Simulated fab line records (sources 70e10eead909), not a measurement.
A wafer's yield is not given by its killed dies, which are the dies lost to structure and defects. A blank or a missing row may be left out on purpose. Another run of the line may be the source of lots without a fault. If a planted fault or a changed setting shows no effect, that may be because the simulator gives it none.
fab line records	flow nand_harc
[record] lots = 24	wafers = 72	last_day = 33
route steps=1302 shown A_STAIRCASE@667
lots untouched by any fault: they come from a run of this same line in which no faults occurred
start_h: hours from the record's first day to the start of the lot's first wafer shown	wait_h: hours from the lot's prior step to this one	" identical to the entry in the row above	L1.1+2: several wafers, shown together as one row	- either no value or no given start	* or withheld: withheld	< > ~ a bound
route shown NAME@n: NAME is a module with steps in the file, n the number in the route of the first one	usual: mean and standard deviation over wafers with no fault	same: alike in all rows	chamber/n: place in a boat	sites: the reading at each site	_std_site: standard deviation across them	_edge_site: mean of outer sites minus mean of inner sites	radius_mm: for every site, how far away it sits from the centre of the wafer	mask NAME#n: copy n	behind: the most recent tool/chamber to have shaped the wafer	hold: why the lot was held/for how many hours/how that ended	device: transistor that didn't switch, given as n, p or np	end of line: at the end of the route, the tests of the same wafers	step lacking rows: just its recipe	killed: dies lost to structure and defects at the first sort, not the wafer's yield	map: per-die view of a wafer (x killed, . not killed, _ where there is no die)
set.NAME: the setting the step ran with; set.NAME@STEP: the setting that earlier step ran with	model.NAME: the simulator's own value behind a step, which no gauge read
a sample of lots followed through the steps of the route, with each step as a table and each wafer as a row
services: the hour from which a tool's chamber was out of use, counted from the record's first day as start_h (under 0 if before that day), plus the number of hours and why
[[steps]]
[step NHARC_A_STAIRCASE_DESCUM_11]
[recipe] time_s = 3	o2_flow_sccm = 200	ar_flow_sccm = 0	bias_power_w = 0	chemistry = O2
[usual] drypump_motor_current_A = 5.6/0.44	oes_product_au = 1.000/0.012	rf_vpp_V = 57.9/0.88	showerhead_plenum_p_Torr = 1.95/0.075	throttle_valve_pct = 11.310/0.0086
lot.wafer	tool	chamber	start_h	wait_h	drypump_motor_current_A	oes_product_au	rf_hours_counter_h	rf_vpp_V	showerhead_plenum_p_Torr	throttle_valve_pct
L074.2	rie_diel-02	1	342.52	-	5.7	1.015	42	57.7	1.76	11.315
L074.3	"	3	"	"	5.1	0.983	39	59.1	1.91	11.306
L074.6	"	1	"	"	5.7	1.004	-	57.2	1.77	11.324
L075.4	rie_diel-13	2	359.77	-	6.1	1.013	5	58.6	1.90	11.310
L075.3	"	3	"	"	5.2	0.995	5	60.0	1.95	11.288
L075.6	"	1	"	"	6.1	1.008	-	58.0	2.07	11.297
L076.1	rie_diel-13	0	375.20	-	5.5	1.000	12	57.4	1.97	11.310
L076.6	"	3	"	"	5.2	0.998	-	58.5	1.95	11.308
L076.5	"	0	"	"	5.5	0.997	-	58.0	1.97	11.299
L077.1	rie_diel-04	3	375.69	-	5.6	1.000	4	57.4	2.06	11.305
L077.5	"	0	"	"	5.3	1.003	-	58.1	1.99	11.303
L077.4	"	2	"	"	4.8	1.002	-	58.6	1.95	11.307
L079.4	rie_diel-13	3	408.19	-	5.2	0.996	17	58.5	1.94	11.308
L079.1	"	1	"	"	6.1	1.007	21	57.9	2.07	11.313
L079.6	"	2	"	"	6.1	1.017	-	58.7	1.90	11.302
L078.1	rie_diel-13	3	408.48	-	5.2	1.000	17	57.5	1.94	11.310
L078.3	"	2	"	"	6.1	1.008	19	56.7	1.90	11.319
L078.5	"	0	"	"	5.5	0.988	-	58.1	1.97	11.303
L080.1	rie_diel-02	3	425.75	-	5.1	0.999	6	59.6	1.90	11.291
L080.2	"	0	"	"	6.4	1.000	8	57.8	1.99	11.312
L080.5	"	2	"	"	5.3	0.977	-	57.7	1.88	11.306
L082.3	rie_diel-13	3	433.19	-	5.2	1.003	24	59.5	1.94	11.310
L082.1	"	1	"	"	6.1	0.998	30	59.4	2.07	11.311
L082.6	"	3	"	"	5.2	0.999	-	58.2	1.94	11.308
L081.1	rie_diel-13	2	445.24	-	6.0	1.020	31	57.4	1.90	11.310
L081.4	"	0	"	"	5.5	0.998	33	57.9	1.97	11.296
L081.6	"	2	"	"	6.0	1.013	-	57.8	1.90	11.324
L083.4	rie_diel-13	2	449.05	-	6.0	1.008	32	58.1	1.90	11.324
L083.3	"	0	"	"	5.5	0.995	35	58.1	1.96	11.302
L083.2	"	1	"	"	6.1	1.002	36	59.1	2.06	11.317
L084.1	rie_diel-13	0	460.61	-	5.5	0.992	39	57.9	1.96	11.303
L084.2	"	3	"	"	5.2	0.996	35	57.2	1.94	11.310
L084.6	"	1	"	"	6.1	1.009	-	57.6	2.06	11.304
L085.3	rie_diel-02	2	460.80	-	5.3	0.984	22	58.2	1.87	11.305
L085.4	"	3	"	"	5.1	0.994	-	57.8	1.90	11.307
L085.5	"	2	"	"	5.3	0.981	-	57.0	1.88	11.308
L087.1	rie_diel-04	3	467.75	-	5.5	1.012	33	59.0	2.05	11.299
L087.6	"	3	"	"	5.6	1.021	-	56.8	2.05	11.308
L087.5	"	0	"	"	5.3	0.985	-	56.4	1.98	11.309
L086.6	rie_diel-02	0	467.86	-	6.4	0.999	-	57.6	1.98	11.324
L086.4	"	2	"	"	5.3	0.978	-	57.5	1.87	11.300
L086.5	"	3	"	"	5.1	1.003	-	59.2	1.90	11.319
L089.2	rie_diel-02	0	485.46	-	6.4	1.000	30	57.7	1.98	11.296
L089.6	"	0	"	"	6.4	1.002	-	56.9	1.98	11.318
L089.5	"	1	"	"	5.7	0.986	-	59.1	2.07	11.318
L088.1	rie_diel-04	3	489.38	-	5.6	0.995	38	57.9	2.05	11.320
L088.4	"	1	"	"	6.0	1.018	30	56.7	1.76	11.317
L088.6	"	3	"	"	5.6	1.002	-	58.5	2.05	11.327
L090.1	rie_diel-04	3	515.29	-	5.5	1.003	45	58.4	2.04	11.313
L090.4	"	2	"	"	4.8	1.006	40	57.1	1.94	11.305
L090.5	"	3	"	"	5.5	1.006	-	57.8	2.04	11.324
L091.1	rie_diel-04	1	515.72	-	6.0	1.021	35	57.2	1.76	11.321
L091.4	"	3	"	"	5.6	1.004	45	58.7	2.04	11.319
L091.3	"	0	"	"	5.3	0.986	46	58.8	1.98	11.317
L092.3	rie_diel-13	1	536.33	-	6.1	0.992	6	58.1	2.05	11.304
L092.2	"	3	"	"	5.2	1.011	3	57.9	1.93	11.311
L092.4	"	0	"	"	5.5	1.018	6	57.6	1.96	11.310
L093.2	rie_diel-02	1	540.82	-	5.7	0.983	59	57.9	2.06	11.301
L093.4	"	0	"	"	6.4	0.995	-	59.2	1.97	11.301
L093.6	"	2	"	"	5.3	0.987	-	58.3	1.86	11.331
L094.1	rie_diel-02	2	545.10	-	5.3	0.985	58	57.7	1.86	11.311
L094.6	"	2	"	"	5.3	0.989	-	56.7	1.86	11.314
L094.4	"	0	"	"	6.4	1.002	-	58.0	1.97	11.332
L097.2	rie_diel-13	1	573.59	-	6.1	1.007	13	58.4	2.05	11.294
L097.1	"	2	"	"	6.0	1.007	19	57.6	1.88	11.296
L097.3	"	0	"	"	5.5	1.003	14	57.3	1.95	11.295
L095.2	rie_diel-13	2	573.90	-	6.0	1.007	19	56.9	1.88	11.313
L095.6	"	3	"	"	5.2	1.005	-	57.4	1.93	11.315
L095.5	"	0	"	"	5.5	1.018	-	57.5	1.95	11.303
L096.1	rie_diel-13	3	578.22	-	5.2	1.011	22	58.2	1.93	11.324
L096.3	"	1	"	"	6.1	1.014	15	59.0	2.05	11.302
L096.6	"	0	"	"	5.5	1.003	-	58.6	1.95	11.310
[step NHARC_A_STAIRCASE_ETCH_23]
[recipe] target_depth_a = 1000	time_s = 40.5	ion_energy_ev = 400	c4f8_flow_sccm = 20	o2_flow_sccm = 10	ar_flow_sccm = withheld	rf_w = 600	bias_w = 1000	chemistry = C4F8/O2
[usual] oes_product_au = 0.939/0.012	rf_fwd_power_W = 592/3.2	rf_vpp_V = 899/4.8
lot.wafer	tool	chamber	start_h	wait_h	oes_product_au	rf_fwd_power_W	rf_hours_counter_h	rf_vpp_V
L074.3	rie_diel-02	0	-	-	0.936	594	37	901
L074.2	"	1	"	"	0.925	594	43	886
L074.6	"	3	"	"	0.921	592	-	895
L075.3	rie_diel-02	1	-	-	0.936	593	48	886
L075.4	"	2	"	"	0.958	585	49	895
L075.6	"	3	"	"	0.934	587	-	897
L077.1	rie_diel-04	2	-	-	0.936	598	6	898
L077.4	"	2	"	"	0.945	594	-	898
L077.5	"	3	"	"	0.941	592	-	904
L076.1	rie_diel-02	0	-	-	0.956	591	47	903
L076.6	"	0	"	"	0.955	591	-	900
L076.5	"	1	"	"	0.934	595	-	886
L079.1	rie_diel-04	0	-	-	0.936	594	9	900
L079.6	"	2	"	"	0.939	592	-	897
L079.4	"	0	"	"	0.933	593	-	901
L078.3	rie_diel-13	0	-	-	0.954	593	20	900
L078.1	"	1	"	"	0.966	596	22	904
L078.5	"	0	"	"	0.966	594	-	899
L080.1	rie_diel-02	1	-	-	0.924	592	9	905
L080.2	"	3	"	"	0.947	589	7	895
L080.5	"	1	"	"	0.938	593	-	906
L082.1	rie_diel-13	3	-	-	0.939	592	28	900
L082.3	"	1	"	"	0.948	593	33	904
L082.6	"	3	"	"	0.948	595	-	898
L081.1	rie_diel-04	2	-	-	0.951	592	22	898
L081.4	"	1	"	"	0.965	595	16	887
L081.6	"	2	"	"	0.946	591	-	898
L083.2	rie_diel-02	3	-	-	0.926	584	16	896
L083.4	"	0	"	"	0.915	591	16	901
L083.3	"	2	"	"	0.927	586	18	894
L084.1	rie_diel-13	1	-	-	0.941	592	43	904
L084.2	"	2	"	"	0.953	596	39	895
L084.6	"	1	"	"	0.933	594	-	905
L085.3	rie_diel-02	0	-	-	0.928	591	20	900
L085.5	"	0	"	"	0.930	592	-	902
L085.4	"	2	"	"	0.926	586	-	892
L087.1	rie_diel-04	0	-	-	0.925	596	34	901
L087.5	"	0	"	"	0.927	595	-	900
L087.6	"	1	"	"	0.948	593	-	886
L086.4	rie_diel-13	2	-	-	0.939	598	42	895
L086.6	"	0	"	"	0.949	594	-	899
L086.5	"	1	"	"	0.953	599	-	904
L089.2	rie_diel-02	3	-	-	0.934	585	32	895
L089.5	"	3	"	"	0.940	585	-	896
L089.6	"	0	"	"	0.933	590	-	901
L088.1	rie_diel-02	3	-	-	0.946	587	33	894
L088.6	"	1	"	"	0.943	593	-	905
L088.4	"	3	"	"	0.943	591	-	896
L090.1	rie_diel-04	3	-	-	0.943	592	46	902
L090.4	"	0	"	"	0.929	594	47	899
L090.5	"	2	"	"	0.936	593	-	898
L091.3	rie_diel-02	2	-	-	0.914	587	41	893
L091.1	"	0	"	"	0.916	595	45	903
L091.4	"	2	"	"	0.932	588	-	893
L092.4	rie_diel-13	0	-	-	0.937	594	6	899
L092.2	"	1	"	"	0.919	596	6	906
L092.3	"	2	"	"	0.938	596	4	896
L093.2	rie_diel-02	1	-	-	0.922	594	60	904
L093.6	"	1	"	"	0.923	591	-	904
L093.4	"	2	"	"	0.929	588	-	894
L094.4	rie_diel-04	1	-	-	0.940	596	5	905
L094.1	"	3	"	"	0.935	593	5	904
L094.6	"	1	"	"	0.949	594	-	907
L097.1	rie_diel-04	2	-	-	0.941	595	10	897
L097.3	"	3	"	"	0.918	590	15	905
L097.2	"	1	"	"	0.951	591	12	906
L095.2	rie_diel-13	3	-	-	0.941	594	21	896
L095.6	"	2	"	"	0.932	595	-	894
L095.5	"	3	"	"	0.949	592	-	896
L096.1	rie_diel-13	1	-	-	0.931	595	16	904
L096.3	"	3	"	"	0.934	588	23	896
L096.6	"	1	"	"	0.946	598	-	904
[step NHARC_A_STAIRCASE_STRIP_175]
[recipe] power_w = 1500	temp_c = 250	chemistry = O2
[usual] drypump_motor_current_A = 6.0/0.35	heater_power_w = 348/28
lot.wafer	tool	chamber	start_h	wait_h	drypump_motor_current_A	heater_power_w	rf_hours_counter_h
L074.2	plasma_asher-02	1	346.84	1.3	6.6	334	20
L074.3	"	0	"	"	5.6	401	-
L074.6	"	0	"	"	5.6	400	-
L075.3	plasma_asher-01	1	362.16	0.2	5.8	353	-
L075.4	"	0	"	"	6.0	334	-
L075.6	"	0	"	"	6.0	336	-
L077.1	plasma_asher-01	1	378.76	0.1	5.8	359	5
L077.4	"	1	"	"	5.8	360	-
L077.5	"	1	"	"	5.8	348	-
L076.1	plasma_asher-02	0	379.03	0.1	5.6	389	28
L076.6	"	0	"	"	5.6	401	-
L076.5	"	1	"	"	6.5	334	-
L079.1	plasma_asher-02	1	410.72	0.1	6.5	324	33
L079.4	"	1	"	"	6.5	336	-
L079.6	"	1	"	"	6.5	325	-
L078.1	plasma_asher-01	0	410.92	0.1	6.0	327	11
L078.3	"	0	"	"	6.0	330	-
L078.5	"	0	"	"	6.0	326	-
L080.2	plasma_asher-01	1	428.45	0.1	5.8	345	14
L080.1	"	0	"	"	6.0	337	14
L080.5	"	0	"	"	6.1	331	-
L082.1	plasma_asher-01	1	437.76	0.1	5.7	366	15
L082.3	"	0	"	"	6.0	329	-
L082.6	"	1	"	"	5.8	348	-
L081.1	plasma_asher-02	0	447.45	0.1	5.7	386	3
L081.4	"	1	"	"	6.5	315	-
L081.6	"	0	"	"	5.7	387	-
L083.2	plasma_asher-01	0	453.41	0.1	6.0	330	19
L083.3	"	1	"	"	5.7	361	-
L083.4	"	0	"	"	6.0	337	-
L085.4	plasma_asher-02	0	463.41	0.2	5.6	383	-
L085.3	"	1	"	"	6.5	329	-
L085.5	"	0	"	"	5.6	383	-
L084.2	plasma_asher-02	1	463.91	0.1	6.6	313	7
L084.1	"	0	"	"	5.7	387	7
L084.6	"	0	"	"	5.6	380	-
L087.1	plasma_asher-01	0	469.94	0.1	6.1	331	25
L087.5	"	0	"	"	6.1	335	-
L087.6	"	1	"	"	5.7	357	-
L086.4	plasma_asher-02	1	470.56	0.2	6.6	319	-
L086.6	"	1	"	"	6.6	320	-
L086.5	"	0	"	"	5.6	388	-
L089.2	plasma_asher-02	1	490.33	0.1	6.5	322	13
L089.6	"	1	"	"	6.6	321	-
L089.5	"	0	"	"	5.6	384	-
L088.1	plasma_asher-01	0	491.71	0.1	6.0	334	30
L088.4	"	1	"	"	5.8	347	-
L088.6	"	0	"	"	6.0	329	-
L090.1	plasma_asher-02	1	517.64	0.1	6.5	325	17
L090.4	"	1	"	"	6.6	324	-
L090.5	"	1	"	"	6.5	328	-
L091.1	plasma_asher-02	0	519.15	0.1	5.7	390	18
L091.3	"	0	"	"	5.7	385	-
L091.4	"	1	"	"	6.5	330	-
L092.2	plasma_asher-02	0	539.70	0.1	5.7	383	22
L092.4	"	0	"	"	5.7	385	-
L092.3	"	1	"	"	6.5	319	-
L093.2	plasma_asher-01	0	543.35	0.1	6.0	316	2
L093.4	"	1	"	"	5.8	341	-
L093.6	"	1	"	"	5.8	339	-
L094.1	plasma_asher-01	1	547.98	0.1	5.8	344	3
L094.4	"	1	"	"	5.7	341	-
L094.6	"	0	"	"	6.0	312	-
L095.2	plasma_asher-02	1	576.18	0.1	6.5	317	29
L095.6	"	1	"	"	6.5	321	-
L095.5	"	0	"	"	5.7	391	-
L097.2	plasma_asher-01	1	576.23	0.1	5.8	349	9
L097.1	"	0	"	"	6.0	317	9
L097.3	"	1	"	"	5.8	342	-
L096.1	plasma_asher-02	0	581.45	0.1	5.7	383	31
L096.3	"	0	"	"	5.6	387	-
L096.6	"	1	"	"	6.5	312	-
[step NHARC_A_STAIRCASE_ETCH_192]
[recipe] target_depth_a = 1000	time_s = 40.5	ion_energy_ev = 400	c4f8_flow_sccm = 20	o2_flow_sccm = 10	ar_flow_sccm = withheld	rf_w = 600	bias_w = 1000	chemistry = C4F8/O2
[usual] oes_product_au = 0.941/0.013	rf_fwd_power_W = 592/3.1	rf_vpp_V = 899/5.2
lot.wafer	tool	chamber	start_h	wait_h	oes_product_au	rf_fwd_power_W	rf_hours_counter_h	rf_vpp_V
L074.2	rie_diel-02	3	-	-	0.908	590	42	897
L074.3	"	0	"	"	0.935	594	39	901
L074.6	"	3	"	"	0.912	585	-	896
L075.4	rie_diel-13	2	-	-	0.957	597	6	897
L075.3	"	3	"	"	0.940	594	6	899
L075.6	"	1	"	"	0.969	596	-	906
L077.1	rie_diel-02	1	-	-	0.941	592	55	887
L077.5	"	1	"	"	0.948	593	-	885
L077.4	"	3	"	"	0.934	589	-	895
L076.1	rie_diel-04	0	-	-	0.938	594	6	900
L076.5	"	0	"	"	0.945	594	-	901
L076.6	"	3	"	"	0.945	590	-	905
L079.1	rie_diel-02	2	-	-	0.945	584	2	894
L079.4	"	3	"	"	0.958	584	3	895
L079.6	"	3	"	"	0.948	588	-	895
L078.1	rie_diel-04	3	-	-	0.949	592	12	903
L078.3	"	2	"	"	0.952	593	12	899
L078.5	"	3	"	"	0.944	593	-	906
L080.2	rie_diel-04	3	-	-	0.958	593	21	904
L080.1	"	0	"	"	0.941	595	19	900
L080.5	"	2	"	"	0.942	595	-	897
L082.1	rie_diel-04	3	-	-	0.957	591	23	903
L082.3	"	0	"	"	0.942	594	24	901
L082.6	"	0	"	"	0.937	593	-	901
L081.1	rie_diel-04	1	-	-	0.966	592	17	887
L081.4	"	2	"	"	0.952	596	23	897
L081.6	"	1	"	"	0.961	589	-	886
L083.3	rie_diel-04	3	-	-	0.955	591	30	904
L083.4	"	0	"	"	0.929	593	30	901
L083.2	"	2	"	"	0.957	598	25	898
L085.4	rie_diel-04	0	-	-	0.928	592	33	900
L085.3	"	2	"	"	0.954	596	28	899
L085.5	"	0	"	"	0.931	591	-	901
L084.1	rie_diel-13	3	-	-	0.924	592	37	898
L084.2	"	1	"	"	0.945	596	44	906
L084.6	"	0	"	"	0.935	595	-	899
L087.1	rie_diel-02	0	-	-	0.940	593	24	901
L087.5	"	3	"	"	0.937	588	-	895
L087.6	"	0	"	"	0.949	593	-	901
L086.4	rie_diel-13	2	-	-	0.938	594	43	895
L086.6	"	1	"	"	0.944	594	-	904
L086.5	"	2	"	"	0.942	593	-	896
L089.2	rie_diel-02	3	-	-	0.939	585	34	895
L089.6	"	2	"	"	0.924	587	-	894
L089.5	"	3	"	"	0.942	585	-	894
L088.1	rie_diel-02	0	-	-	0.955	592	35	901
L088.4	"	1	"	"	0.916	591	34	907
L088.6	"	0	"	"	0.938	593	-	899
L090.1	rie_diel-02	1	-	-	0.911	592	45	904
L090.5	"	1	"	"	0.913	591	-	905
L090.4	"	2	"	"	0.928	587	-	892
L091.3	rie_diel-04	1	-	-	0.957	595	36	886
L091.1	"	2	"	"	0.934	596	42	897
L091.4	"	0	"	"	0.929	597	47	900
L092.3	rie_diel-04	1	-	-	0.948	595	4	905
L092.4	"	2	"	"	0.981	598	0	899
L092.2	"	3	"	"	0.935	593	4	904
L093.2	rie_diel-13	3	-	-	0.944	592	7	896
L093.4	"	2	"	"	0.935	595	-	893
L093.6	"	3	"	"	0.943	592	-	897
L094.1	rie_diel-02	0	-	-	0.918	593	57	901
L094.6	"	1	"	"	0.903	592	-	905
L094.4	"	0	"	"	0.919	593	-	900
L095.2	rie_diel-13	3	-	-	0.946	595	22	895
L095.5	"	0	"	"	0.951	594	-	898
L095.6	"	1	"	"	0.947	597	-	905
L097.2	rie_diel-04	1	-	-	0.944	593	14	906
L097.3	"	3	"	"	0.952	594	17	903
L097.1	"	0	"	"	0.929	594	15	900
L096.3	rie_diel-02	2	-	-	0.929	586	1	894
L096.1	"	3	"	"	0.937	588	1	895
L096.6	"	1	"	"	0.926	592	-	906
[step NHARC_A_STAIRCASE_ETCH_197]
[recipe] target_depth_a = 1000	time_s = 40.5	ion_energy_ev = 400	c4f8_flow_sccm = 20	o2_flow_sccm = 10	ar_flow_sccm = withheld	rf_w = 600	bias_w = 1000	chemistry = C4F8/O2
[usual] oes_product_au = 0.945/0.02	rf_fwd_power_W = 593/3	rf_vpp_V = 899/5
lot.wafer	tool	chamber	start_h	wait_h	oes_product_au	rf_fwd_power_W	rf_hours_counter_h	rf_vpp_V
L074.3	rie_diel-02	2	-	-	0.948	589	46	896
L074.2	"	1	"	"	0.944	592	45	886
L074.6	"	2	"	"	0.942	591	-	896
L075.4	rie_diel-13	2	-	-	0.948	595	6	896
L075.3	"	0	"	"	0.957	596	7	901
L075.6	"	3	"	"	0.952	593	-	897
L077.1	rie_diel-02	3	-	-	0.927	589	55	896
L077.5	"	1	"	"	0.941	594	-	886
L077.4	"	0	"	"	0.950	588	-	900
L076.1	rie_diel-13	2	-	-	0.986	592	12	895
L076.6	"	1	"	"	0.976	595	-	907
L076.5	"	2	"	"	0.969	591	-	895
L079.4	rie_diel-13	1	-	-	0.976	595	22	905
L079.1	"	2	"	"	0.980	596	20	896
L079.6	"	2	"	"	0.994	594	-	896
L078.3	rie_diel-04	3	-	-	0.937	593	12	905
L078.1	"	0	"	"	0.937	595	11	900
L078.5	"	3	"	"	0.943	595	-	905
L080.1	rie_diel-13	0	-	-	0.923	593	28	899
L080.2	"	3	"	"	0.924	594	24	896
L080.5	"	0	"	"	0.927	590	-	899
L082.3	rie_diel-04	0	-	-	0.938	595	24	901
L082.1	"	2	"	"	0.948	594	21	898
L082.6	"	1	"	"	0.944	594	-	886
L081.4	rie_diel-02	1	-	-	0.960	591	18	904
L081.1	"	2	"	"	0.957	590	18	894
L081.6	"	3	"	"	0.966	586	-	894
L083.2	rie_diel-13	3	-	-	0.928	593	34	897
L083.3	"	0	"	"	0.923	595	38	900
L083.4	"	1	"	"	0.926	597	41	906
L085.4	rie_diel-04	3	-	-	0.956	591	33	904
L085.3	"	0	"	"	0.933	590	33	902
L085.5	"	0	"	"	0.928	592	-	900
L084.2	rie_diel-02	2	-	-	0.942	583	24	892
L084.1	"	0	"	"	0.959	595	21	900
L084.6	"	0	"	"	0.955	593	-	900
L087.1	rie_diel-04	1	-	-	0.975	593	24	886
L087.5	"	3	"	"	0.947	594	-	903
L087.6	"	0	"	"	0.932	592	-	899
L086.4	rie_diel-13	2	-	-	0.940	595	44	895
L086.6	"	1	"	"	0.936	595	-	904
L086.5	"	2	"	"	0.939	596	-	894
L089.2	rie_diel-02	3	-	-	0.943	585	34	895
L089.5	"	3	"	"	0.945	589	-	894
L089.6	"	0	"	"	0.936	592	-	899
L088.1	rie_diel-04	1	-	-	0.981	594	31	888
L088.4	"	2	"	"	0.973	595	36	897
L088.6	"	1	"	"	0.983	591	-	887
L090.1	rie_diel-02	0	-	-	0.919	590	46	899
L090.5	"	1	"	"	0.922	592	-	904
L090.4	"	0	"	"	0.931	592	-	901
L091.1	rie_diel-02	1	-	-	0.906	594	50	905
L091.4	"	1	"	"	0.907	592	-	905
L091.3	"	2	"	"	0.919	586	-	892
L092.4	rie_diel-04	1	-	-	0.947	595	4	906
L092.3	"	2	"	"	0.957	596	0	897
L092.2	"	3	"	"	0.943	595	4	904
L093.2	rie_diel-04	1	-	-	0.955	593	5	905
L093.4	"	2	"	"	0.951	596	1	898
L093.6	"	0	"	"	0.930	594	-	901
L094.1	rie_diel-02	0	-	-	0.923	590	57	901
L094.4	"	0	"	"	0.917	593	-	899
L094.6	"	1	"	"	0.893	593	-	904
L095.2	rie_diel-04	3	-	-	0.936	593	17	903
L095.6	"	1	"	"	0.947	588	-	905
L095.5	"	2	"	"	0.945	594	-	897
L097.3	rie_diel-04	3	-	-	0.935	589	17	903
L097.2	"	0	"	"	0.929	598	16	900
L097.1	"	1	"	"	0.957	592	14	904
L096.1	rie_diel-13	0	-	-	0.977	596	19	897
L096.3	"	3	"	"	0.988	596	25	896
L096.6	"	1	"	"	0.962	598	-	905
[step NHARC_A_STAIRCASE_STRIP_205]
[recipe] power_w = 1500	temp_c = 250	chemistry = O2
[usual] drypump_motor_current_A = 6.0/0.35	heater_power_w = 348/28
lot.wafer	tool	chamber	start_h	wait_h	drypump_motor_current_A	heater_power_w	rf_hours_counter_h
L074.2	plasma_asher-02	1	350.98	0.1	6.5	328	23
L074.3	"	1	"	"	6.5	336	-
L074.6	"	1	"	"	6.6	325	-
L075.3	plasma_asher-01	1	365.78	0.2	5.8	355	-
L075.4	"	0	"	"	6.0	332	-
L075.6	"	0	"	"	6.0	327	-
L077.1	plasma_asher-02	0	382.70	0.1	5.7	399	29
L077.4	"	0	"	"	5.7	397	-
L077.5	"	0	"	"	5.7	401	-
L076.1	plasma_asher-01	0	383.08	0.1	6.0	329	6
L076.6	"	0	"	"	6.0	334	-
L076.5	"	1	"	"	5.7	358	-
L079.1	plasma_asher-01	0	414.35	0.1	6.1	327	11
L079.4	"	0	"	"	6.0	335	-
L079.6	"	1	"	"	5.7	344	-
L078.1	plasma_asher-02	1	415.41	0.1	6.5	335	34
L078.3	"	0	"	"	5.7	400	-
L078.5	"	1	"	"	6.6	324	-
L080.2	plasma_asher-01	1	432.18	0.1	5.7	357	15
L080.1	"	0	"	"	6.0	332	15
L080.5	"	0	"	"	6.0	338	-
L082.1	plasma_asher-01	1	441.26	0.1	5.7	359	16
L082.3	"	1	"	"	5.8	357	-
L082.6	"	1	"	"	5.7	356	-
L081.1	plasma_asher-02	1	452.94	0.1	6.5	323	4
L081.4	"	1	"	"	6.5	332	-
L081.6	"	1	"	"	6.5	321	-
L083.2	plasma_asher-02	1	456.93	0.1	6.5	314	5
L083.4	"	1	"	"	6.5	316	-
L083.3	"	0	"	"	5.7	387	-
L085.3	plasma_asher-01	0	467.01	0.2	6.0	334	-
L085.4	"	1	"	"	5.8	357	-
L085.5	"	1	"	"	5.7	353	-
L084.2	plasma_asher-02	0	467.97	0.1	5.7	384	8
L084.1	"	1	"	"	6.5	323	8
L084.6	"	0	"	"	5.7	390	-
L087.1	plasma_asher-02	0	473.74	0.1	5.7	391	9
L087.5	"	1	"	"	6.5	320	-
L087.6	"	0	"	"	5.7	382	-
L086.4	plasma_asher-02	0	474.31	0.2	5.7	394	-
L086.5	"	1	"	"	6.5	327	-
L086.6	"	0	"	"	5.7	383	-
L089.2	plasma_asher-02	1	493.99	0.1	6.5	324	15
L089.5	"	1	"	"	6.5	321	-
L089.6	"	0	"	"	5.6	388	-
L088.1	plasma_asher-01	0	495.48	0.1	6.0	322	30
L088.4	"	1	"	"	5.8	357	-
L088.6	"	1	"	"	5.8	352	-
L090.1	plasma_asher-02	1	526.43	0.1	6.5	319	20
L090.4	"	0	"	"	5.7	389	-
L090.5	"	1	"	"	6.5	322	-
L091.1	plasma_asher-02	1	527.55	0.2	6.5	327	21
L091.4	"	0	"	"	5.6	376	-
L091.3	"	1	"	"	6.6	324	-
L092.2	plasma_asher-01	0	547.59	0.1	6.0	318	3
L092.3	"	0	"	"	6.0	314	-
L092.4	"	1	"	"	5.8	343	-
L093.2	plasma_asher-01	0	548.22	0.2	6.0	310	4
L093.4	"	1	"	"	5.8	351	-
L093.6	"	0	"	"	6.0	315	-
L094.1	plasma_asher-01	1	552.72	0.1	5.8	345	4
L094.4	"	1	"	"	5.8	342	-
L094.6	"	0	"	"	6.0	314	-
L095.2	plasma_asher-01	1	580.50	0.1	5.7	352	10
L095.5	"	0	"	"	6.0	312	-
L095.6	"	1	"	"	5.8	344	-
L097.2	plasma_asher-02	0	580.77	0.1	5.7	383	31
L097.1	"	1	"	"	6.5	324	31
L097.3	"	1	"	"	6.6	321	-
L096.1	plasma_asher-02	1	585.26	0.1	6.5	321	32
L096.3	"	0	"	"	5.6	380	-
L096.6	"	1	"	"	6.6	320	-
[[services]]
tool	chamber	start_h	hours	kind
rie_diel-02	0	319.48	10.2	repair
rie_diel-13	2	330.26	4.8	repair
plasma_asher-01	-	342.00	9.0	pm
rie_diel-13	-	342.21	9.0	pm
plasma_asher-02	-	353.97	2.5	repair
rie_diel-04	-	355.05	9.0	pm
plasma_asher-02	-	360.38	1.2	repair
plasma_asher-02	-	369.64	1.8	repair
rie_diel-04	1	373.40	9.3	repair
rie_diel-02	2	377.30	7.1	repair
rie_diel-02	-	394.62	9.0	pm
plasma_asher-02	-	426.19	9.0	pm
rie_diel-02	1	456.38	13.6	repair
rie_diel-02	2	484.70	7.0	repair
rie_diel-13	3	494.61	6.4	repair
rie_diel-02	-	500.91	1.5	repair
rie_diel-02	3	511.44	34.3	repair
plasma_asher-01	-	519.00	9.0	pm
rie_diel-13	-	519.67	9.0	pm
rie_diel-04	2	526.64	16.0	repair
rie_diel-04	-	532.05	9.0	pm
rie_diel-13	1	543.97	16.4	repair
rie_diel-13	0	554.60	2.5	repair
rie_diel-02	-	571.62	9.0	pm
[[key]]
fault none
